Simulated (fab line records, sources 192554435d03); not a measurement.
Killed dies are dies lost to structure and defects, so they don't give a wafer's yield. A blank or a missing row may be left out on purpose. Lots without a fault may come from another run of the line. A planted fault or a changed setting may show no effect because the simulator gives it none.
Tool commonality check | flow n5_finfet | 11 lots, 26 wafers sampled

WHY IT WAS OPENED
At N5_BEOL_M4_RC_MEAS_101 the reading CJ_P is flagged on 2 of 11 lots. Wafers without a fault read 5.74, standard deviation 0.16.
Rule: a lot is flagged when every wafer of it that has a number lies more than 4 standard deviations from that mean, or none has a number. The other lots count as sound.

lot  | measured     | on        | CJ_P, wafer by wafer | flag
L532 | day 9 01:55  | prober-02 | 5.32 5.83 5.64       |
L533 | day 9 12:20  | prober-01 | 5.98 5.60            |
L536 | day 9 17:47  | prober-02 | 5.94 5.81 5.57       |
L534 | day 9 18:32  | prober-01 | 5.67 5.83 5.80       |
L540 | day 11 10:50 | prober-02 | 5.87 5.75            |
L542 | day 11 13:23 | prober-01 | 5.73 5.50            |
L543 | day 11 15:56 | prober-01 | 5.59 5.84            |
L544 | day 11 21:04 | prober-02 | 5.75 5.76 5.91       |
L546 | day 12 16:44 | prober-02 | 5.77 5.48 5.66       |
L547 | day 13 11:19 | prober-02 | 6.68 6.52            | FLAGGED
L549 | day 13 15:26 | prober-01 | 6.53                 | FLAGGED
The numbers of the flagged lots are 6.58 on average: +0.84 against the usual, or +5 standard deviations.

WHICH TOOL RAN EACH LOT
The record holds 4 process steps before the reading, out of a route of 1938 steps. In each cell: the tool, then ch and the chambers that the sampled wafers went through, then the start.
lot  | flag    | N5_ZERO_LAYER_DESCUM_16           | N5_ZERO_LAYER_STRIP_24              | N5_WELL_APT_IMPLANT_15         | N5_WELL_APT_EPI_41
L532 |         | rie_diel-04 ch 0,1,3, day 2 18:41 | plasma_asher-02 ch 0,1, day 2 18:53 | implanter-01 ch 0, day 2 20:21 | epi_rpcvd-01 ch 0, day 2 22:46
L533 |         | rie_diel-06 ch 0,1, day 3 00:52   | plasma_asher-02 ch 0,1, day 3 01:05 | implanter-02 ch 0, day 3 02:14 | epi_rpcvd-03 ch 0, day 3 04:39
L536 |         | rie_diel-06 ch 0,2, day 3 18:48   | plasma_asher-02 ch 0,1, day 3 19:01 | implanter-01 ch 0, day 3 20:26 | epi_rpcvd-03 ch 0, day 3 22:33
L534 |         | rie_diel-04 ch 1,2, day 3 06:59   | plasma_asher-01 ch 0,1, day 3 07:12 | implanter-01 ch 0, day 3 08:22 | epi_rpcvd-01 ch 0, day 3 10:42
L540 |         | rie_diel-03 ch 0,2, day 4 18:41   | plasma_asher-02 ch 0,1, day 4 18:53 | implanter-01 ch 0, day 4 19:55 | epi_rpcvd-03 ch 0, day 4 22:10
L542 |         | rie_diel-04 ch 0,2, day 5 06:41   | plasma_asher-01 ch 1, day 5 06:55   | implanter-01 ch 0, day 5 08:09 | epi_rpcvd-03 ch 0, day 5 10:08
L543 |         | rie_diel-04 ch 1,2, day 5 12:42   | plasma_asher-01 ch 0,1, day 5 12:55 | implanter-01 ch 0, day 5 14:14 | epi_rpcvd-02 ch 0, day 5 16:41
L544 |         | rie_diel-06 ch 1,3, day 5 18:48   | plasma_asher-01 ch 0,1, day 5 19:01 | implanter-02 ch 0, day 5 20:10 | epi_rpcvd-01 ch 0, day 5 22:13
L546 |         | rie_diel-03 ch 0,1,3, day 6 06:41 | plasma_asher-01 ch 0,1, day 6 06:55 | implanter-02 ch 0, day 6 08:20 | epi_rpcvd-03 ch 0, day 6 10:26
L547 | FLAGGED | rie_diel-06 ch 0,1,3, day 6 13:03 | plasma_asher-02 ch 0, day 6 13:16   | implanter-02 ch 0, day 6 14:20 | epi_rpcvd-03 ch 0, day 6 16:30
L549 | FLAGGED | rie_diel-03 ch 1,2, day 7 00:49   | plasma_asher-01 ch 0,1, day 7 01:01 | implanter-02 ch 0, day 7 02:10 | epi_rpcvd-02 ch 0, day 7 04:10
What these steps do:
- N5_ZERO_LAYER_DESCUM_16: chemistry O2, time 7.9 s.
- N5_ZERO_LAYER_STRIP_24: strips in O2.
- N5_WELL_APT_IMPLANT_15
- N5_WELL_APT_EPI_41: deposits Si from SiH4/H2, target thk 50 nm, time 297.7 s.
- N5_BEOL_M4_RC_MEAS_101

FLAGGED OVER TOTAL, TOOL BY TOOL (the gauges that took the reading come last)
step                    | tool            | lots run | flagged | share of the flagged lots | sound lots run after its first flagged lot
N5_ZERO_LAYER_DESCUM_16 | rie_diel-03     | 3        | 1       | some                      | 0
N5_ZERO_LAYER_DESCUM_16 | rie_diel-04     | 4        | 0       | none                      | -
N5_ZERO_LAYER_DESCUM_16 | rie_diel-06     | 4        | 1       | some                      | 0
N5_ZERO_LAYER_STRIP_24  | plasma_asher-01 | 6        | 1       | some                      | 0
N5_ZERO_LAYER_STRIP_24  | plasma_asher-02 | 5        | 1       | some                      | 0
N5_WELL_APT_IMPLANT_15  | implanter-01    | 6        | 0       | none                      | -
N5_WELL_APT_IMPLANT_15  | implanter-02    | 5        | 2       | all                       | 0
N5_WELL_APT_EPI_41      | epi_rpcvd-01    | 3        | 0       | none                      | -
N5_WELL_APT_EPI_41      | epi_rpcvd-02    | 2        | 1       | some                      | 0
N5_WELL_APT_EPI_41      | epi_rpcvd-03    | 6        | 1       | some                      | 0
N5_BEOL_M4_RC_MEAS_101  | prober-01       | 5        | 1       | some                      | 0
N5_BEOL_M4_RC_MEAS_101  | prober-02       | 6        | 1       | some                      | 0

WHAT THE TABLE ALLOWS
1 row of the table ran every flagged lot: implanter-02 at N5_WELL_APT_IMPLANT_15.
- implanter-02 at N5_WELL_APT_IMPLANT_15: 2 of its 5 lots flagged. Its last sound lot is L546 (day 6 08:20), its first flagged lot L547 (day 6 14:20): a fault that began between those two fits. Its own readings lie more than 4 standard deviations out on every wafer of the flagged lots: dose_ions_cm2, faraday_current_uA.
One tool is left: implanter-02 at N5_WELL_APT_IMPLANT_15.

WHAT THE SIMULATOR HAD PUT IN
Process parameter drift: implanter-02, from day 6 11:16 on, at N5_WELL_APT_IMPLANT_15. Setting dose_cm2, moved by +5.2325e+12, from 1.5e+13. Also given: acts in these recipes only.
Lots struck among those shown: L547, L549. The rule above found the same.
